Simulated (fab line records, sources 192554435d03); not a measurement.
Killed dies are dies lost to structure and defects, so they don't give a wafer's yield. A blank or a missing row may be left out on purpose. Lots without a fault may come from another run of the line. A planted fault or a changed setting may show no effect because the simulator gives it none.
Which tool did it? | flow n5_finfet | 9 lots, 27 wafers sampled, at 2 steps of a route of 1938

WHAT THE GAUGES READ, wafer by wafer
N5_HKMG_FIN_OVL_MEAS_50.
lot  | measured    | on         | NDIPOLE_OVL (nm)
L874 | day 4 00:51 | overlay-02 | 0.2 1.6 0.1
L875 | day 4 03:36 | overlay-01 | 0.9 0.6 0.3
L877 | day 4 15:36 | overlay-02 | 1.4 0.4 1.6
L883 | day 6 07:14 | overlay-01 | -0.8 -0.3 0.4
L884 | day 6 08:28 | overlay-01 | 0.9 1.8 1.0
L892 | day 9 01:38 | overlay-01 | 4.4 4.1 3.3
L894 | day 9 04:36 | overlay-02 | 4.7 5.3 3.0
L896 | day 9 12:19 | overlay-02 | 0.1 1.0 0.4
L897 | day 9 19:40 | overlay-02 | -0.2 0.2 -0.9

WHICH TOOL RAN EACH LOT (tool, then ch and the chambers of the sampled wafers, then the start)
lot  | N5_HKMG_FIN_EXPOSE_46
L874 | arfi_scanner-01 ch 0, day 4 00:42
L875 | arfi_scanner-02 ch 0, day 4 03:27
L877 | arfi_scanner-02 ch 0, day 4 15:27
L883 | arfi_scanner-03 ch 0, day 6 07:05
L884 | arfi_scanner-01 ch 0, day 6 08:19
L892 | arfi_scanner-03 ch 0, day 9 01:29
L894 | arfi_scanner-03 ch 0, day 9 04:27
L896 | arfi_scanner-01 ch 0, day 9 12:10
L897 | arfi_scanner-01 ch 0, day 9 19:30
- N5_HKMG_FIN_EXPOSE_46: exposes mask NDIPOLE.

THE ANSWER, worked out from the rows above alone
Rule: what is usual is taken from the lots themselves. Put in order of their means at a reading, lots are off if they are a third of the lots or fewer, leave a main group of 4 or more, and stand apart from it by a gap of 3 or more times the standard deviation of the main group's means; of several such gaps the widest counts. A main group whose means are all the same, to the digits that the tables above print for the reading, isn't used. A lot without any number at a reading at which 4 lots or more have one is off too. The other lots that the step has rows for count as sound.
Off: L892, L894, at N5_HKMG_FIN_OVL_MEAS_50 (NDIPOLE_OVL). The main group: mean 0.5 nm, standard deviation 0.55.
A tool fits if, at a process step before that reading, it ran every lot that is off, and no sound lot after the first of them. The gauges at N5_HKMG_FIN_OVL_MEAS_50 are tried like those tools. One fits: arfi_scanner-03 at N5_HKMG_FIN_EXPOSE_46. Its last sound lot is L883 (day 6 07:05), its first lot that is off L892 (day 9 01:29): a fault that began between those two fits.

WHAT THE SIMULATOR HAD PUT IN
Scanner matching overlay: arfi_scanner-03, from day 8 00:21 on, at N5_HKMG_FIN_EXPOSE_46. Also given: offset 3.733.
Lots struck among those shown: L892, L894. The rule above found the same.
